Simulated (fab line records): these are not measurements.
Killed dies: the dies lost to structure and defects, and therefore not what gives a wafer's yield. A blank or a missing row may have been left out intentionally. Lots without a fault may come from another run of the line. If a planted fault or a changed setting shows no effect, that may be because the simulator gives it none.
Split-lot trial + flow n5Finfet + on a route of 1938 steps: 7 lots, 39 wafers read

THE SPLIT
At N5_SD_EPI_N_EXPOSE_06 (exposes mask SD N BLK, target cd 120 nm), the setting doseMj was moved away from the recipe's 39.75 on 15 of the 39 wafers read, by -5.6% to +8.0%. All remaining wafers had this setting at the recipe value.

FROM THE SPLIT TO THE READING: what the file shows between them, 2 steps
- N5_SD_EPI_N_PEB_07: peb time 60 s
- N5_SD_EPI_N_DEVELOP_08: develop time 30 s

THE READING
Shown in nm: cdNm at N5_SD_EPI_N_CD_MEAS_09, with target cd 120 nm. Typical for fault-free wafers on this fab line: 120.1 nm, with standard deviation 0.58 nm.

| wafer  | tool, chamber at the split | doseMj as run | against the recipe | cdNm, nm | against lot-mates on the recipe |
|--------|----------------------------|---------------|--------------------|----------|---------------------------------|
| L075.1 | arfiScanner-03, 0          | 39.75         | recipe             | 119.3    | -                               |
| L075.2 | arfiScanner-03, 0          | 39.75         | recipe             | 119.1    | -                               |
| L075.3 | arfiScanner-03, 0          | 39.75         | recipe             | 119.4    | -                               |
| L075.4 | arfiScanner-03, 0          | 39.75         | recipe             | 119.1    | -                               |
| L075.5 | arfiScanner-03, 0          | 39.75         | recipe             | 119.0    | -                               |
| L075.6 | arfiScanner-03, 0          | 39.75         | recipe             | 119.0    | -                               |
| L078.1 | arfiScanner-03, 0          | 42.34         | +6.5%              | 123.4    | +3.6                            |
| L078.2 | arfiScanner-03, 0          | 42.34         | +6.5%              | 123.7    | +3.9                            |
| L078.3 | arfiScanner-03, 0          | 39.75         | recipe             | 119.4    | -                               |
| L078.4 | arfiScanner-03, 0          | 42.34         | +6.5%              | 123.9    | +4.1                            |
| L078.5 | arfiScanner-03, 0          | 39.75         | recipe             | 120.3    | -                               |
| L078.6 | arfiScanner-03, 0          | 39.75         | recipe             | 119.7    | -                               |
| L083.1 | arfiScanner-03, 0          | 38.73         | -2.6%              | 118.7    | -1.7                            |
| L083.2 | arfiScanner-03, 0          | 39.75         | recipe             | 120.5    | -                               |
| L083.3 | arfiScanner-03, 0          | 38.73         | -2.6%              | 119.2    | -1.2                            |
| L083.4 | arfiScanner-03, 0          | 39.75         | recipe             | 120.4    | -                               |
| L083.5 | arfiScanner-03, 0          | 39.75         | recipe             | 120.3    | -                               |
| L083.6 | arfiScanner-03, 0          | 38.73         | -2.6%              | 118.6    | -1.8                            |
| L089.1 | arfiScanner-03, 0          | 38.87         | -2.2%              | 118.6    | -1.2                            |
| L089.2 | arfiScanner-03, 0          | 39.75         | recipe             | 119.6    | -                               |
| L089.3 | arfiScanner-03, 0          | 39.75         | recipe             | 119.4    | -                               |
| L089.4 | arfiScanner-03, 0          | 38.87         | -2.2%              | 118.9    | -0.9                            |
| L089.5 | arfiScanner-03, 0          | 39.75         | recipe             | 120.3    | -                               |
| L089.6 | arfiScanner-03, 0          | 38.87         | -2.2%              | 118.8    | -1.0                            |
| L090.1 | arfiScanner-01, 0          | 39.75         | recipe             | 120.0    | -                               |
| L090.2 | arfiScanner-01, 0          | 39.75         | recipe             | 120.5    | -                               |
| L090.3 | arfiScanner-01, 0          | 42.92         | +8.0%              | 125.1    | +4.9                            |
| L090.4 | arfiScanner-01, 0          | 42.92         | +8.0%              | 124.6    | +4.4                            |
| L090.5 | arfiScanner-01, 0          | 39.75         | recipe             | 120.1    | -                               |
| L090.6 | arfiScanner-01, 0          | 42.92         | +8.0%              | 125.5    | +5.3                            |
| L093.4 | arfiScanner-02, 0          | 39.75         | recipe             | 121.2    | -                               |
| L093.5 | arfiScanner-02, 0          | 39.75         | recipe             | 120.5    | -                               |
| L093.6 | arfiScanner-02, 0          | 39.75         | recipe             | 121.1    | -                               |
| L095.1 | arfiScanner-02, 0          | 39.75         | recipe             | 120.5    | -                               |
| L095.2 | arfiScanner-02, 0          | 37.54         | -5.6%              | 116.4    | -4.0                            |
| L095.3 | arfiScanner-02, 0          | 39.75         | recipe             | 120.3    | -                               |
| L095.4 | arfiScanner-02, 0          | 37.54         | -5.6%              | 116.1    | -4.3                            |
| L095.5 | arfiScanner-02, 0          | 39.75         | recipe             | 120.3    | -                               |
| L095.6 | arfiScanner-02, 0          | 37.54         | -5.6%              | 116.9    | -3.5                            |

FIT RESULTS
A straight line over all 39 wafers: cdNm changes by +0.604 nm for each +1% of doseMj; r = +0.97; the points scatter about the line by 0.56 nm.
The same after taking each lot's own level away (the mean of its wafers on the recipe; 39 wafers): +0.62 nm for each +1%; r = +0.99; scatter 0.32 nm.
On that fit, the largest move of doseMj shifts the reading by 4.9 nm.
From 119.15 to 120.93 nm: that is the span of the lots' own levels, equal to 3.1 times the standard deviation above.
Consequently the slope shifts little with the lot-to-lot level, the two slopes agreeing.
Check: with one of the wafers moved furthest among these (+8.0%) left out of the fit, the line predicts +4.92 nm for it against its lot-mates. It came out at +4.9 nm against them.

FURTHER SPLITS ON THESE WAFERS
Other splits were also applied to these wafers ahead of the reading. Each is held against what the fit with the lots' levels taken away leaves over:
| other split on the same wafers | wafers away from the commonest value | r with cdNm (lot level and that fit taken away) |
|--------------------------------|--------------------------------------|-------------------------------------------------|
| N5_DUMMY_GATE_ETCH_32 timeS    | 9                                    | -0.14                                           |

THE WHOLE CHAIN: every reading that the file lists as answering this split, in the file's order
| step                   | what it does                                           | reading                                                        | change (the file's fit)               | r (the file's) |
|------------------------|--------------------------------------------------------|----------------------------------------------------------------|---------------------------------------|----------------|
| N5_SD_EPI_N_CD_MEAS_09 | target cd 120 nm                                       | cdNm                                                           | +0.619 nm for each +1% of the setting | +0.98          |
| N5_SD_EPI_N_DESCUM_14  | chemistry O2, time 7.9 s                               | SD_EPI_N.cdNm (the simulator's own value, which no gauge read) | +0.642 nm for each +1% of the setting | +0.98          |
| N5_SD_EPI_N_ETCH_34    | etches SiARC in CF4, target depth 45.5 nm, time 75.8 s | SD_EPI_N.cdNm (the simulator's own value, which no gauge read) | +0.628 nm for each +1% of the setting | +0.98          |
| N5_SD_EPI_N_ETCH_35    | etches SOC in N2/H2, overetch 108 nm, time 486 s       | SD_EPI_N.cdNm (the simulator's own value, which no gauge read) | +0.659 nm for each +1% of the setting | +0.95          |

FILE'S OWN FIT
cdNm changes by +0.619 nm for each +1% of doseMj, r = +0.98.
